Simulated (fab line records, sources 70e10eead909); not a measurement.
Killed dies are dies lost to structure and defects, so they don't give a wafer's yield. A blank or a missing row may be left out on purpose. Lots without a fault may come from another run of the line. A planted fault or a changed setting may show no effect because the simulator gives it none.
Problem report in the 8D (eight disciplines) form, filled by code | flow nand_harc | the parts of the form that need people (team, actions taken, sign-off) are left out

1. THE PROBLEM
thk_nm at NHARC_A_ONON_D1_THK_MEAS_24 reads a mean of 1758 nm on 2 wafers of 2 lots; wafers without a fault read 1000 nm with a standard deviation of 6.2. That is +99 or more standard deviations from the usual mean.
The step: measures by ellipsometry.
First seen on wafer L424.1, day 13 01:52, on film_metro-01. The record holds 38 wafers of 14 lots with a number at this step. Rule for "out", or "out of limits": more than 4 standard deviations from the usual mean. The other wafers with a number count as sound.

2. WHAT IT IS AND WHAT IT IS NOT
question                    | is                     | is not
which readings at this step | thk_nm                 | -
which lots                  | L424, L426             | L404, L405, L407, L408, L409, L410, L413, L414, L415, L416, L417, L419
which wafers of those lots  | all that have a number | -
read on which gauges        | film_metro-01          | film_metro-02
when                        | from day 13 01:52      | up to then (36 sound wafers)

3. SUSPECTS, AND WHAT RULES EACH OUT
Counting: a tool at a process step up to the reading stays a suspect if it ran every lot that is out and no sound lot after the first of them.
- the gauge at NHARC_A_ONON_D1_THK_MEAS_24: kept. All the wafers that are out were read on film_metro-01, and no step on other tools shows them out.
- rie_si-03 at NHARC_A_ZERO_WELL_ETCH_13 (etches the open film in HBr/Cl2, target depth 120 nm, time 40.1 s): kept. It ran every lot that is out, first L424 (day 11 19:09), and no sound lot after that; its last sound lot up to then is L419 (day 10 20:35).
- pecvd_onon-01 at NHARC_A_ONON_D1_DEP_22 (target thk 1000 nm): kept. It ran every lot that is out, first L424 (day 13 01:22), and no sound lot after that; its last sound lot up to then is L416 (day 11 19:52).
Left after counting: rie_si-03 at NHARC_A_ZERO_WELL_ETCH_13, pecvd_onon-01 at NHARC_A_ONON_D1_DEP_22, film_metro-01 at NHARC_A_ONON_D1_THK_MEAS_24.

4. THE CAUSE (what the simulator had put in)
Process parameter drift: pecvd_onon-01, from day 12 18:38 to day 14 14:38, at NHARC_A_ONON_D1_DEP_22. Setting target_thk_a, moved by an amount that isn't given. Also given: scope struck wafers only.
Counting left 3 suspects, and this tool is among them.

5. THE CHAIN OF EFFECTS, in route order
Each row: a reading whose mean over the struck wafers that have a number lies more than 3 standard deviations from the usual. Only readings for which the record gives a usual standard deviation are gone through. hours: the time from each lot's start at the first step in this table that gives one to its start at this step, as a median over the lots. sigmas: the change in usual standard deviations.
hours | step                        | reading | usual   | on struck wafers | change | sigmas
0     | NHARC_A_ONON_D1_THK_MEAS_24 | thk_nm  | 1000 nm | 1758             | +758   | +99 or more

6. WHAT WOULD HAVE CAUGHT IT SOONER
In this record the first reading out of limits at a measuring or inspecting step was taken at day 13 01:52, 7 hours after the fault began at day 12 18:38.
Of the lots that are out (2), L426 began NHARC_A_ONON_D1_DEP_22 on pecvd_onon-01 after day 13 01:52. A hold on the tool at that time would have spared it.
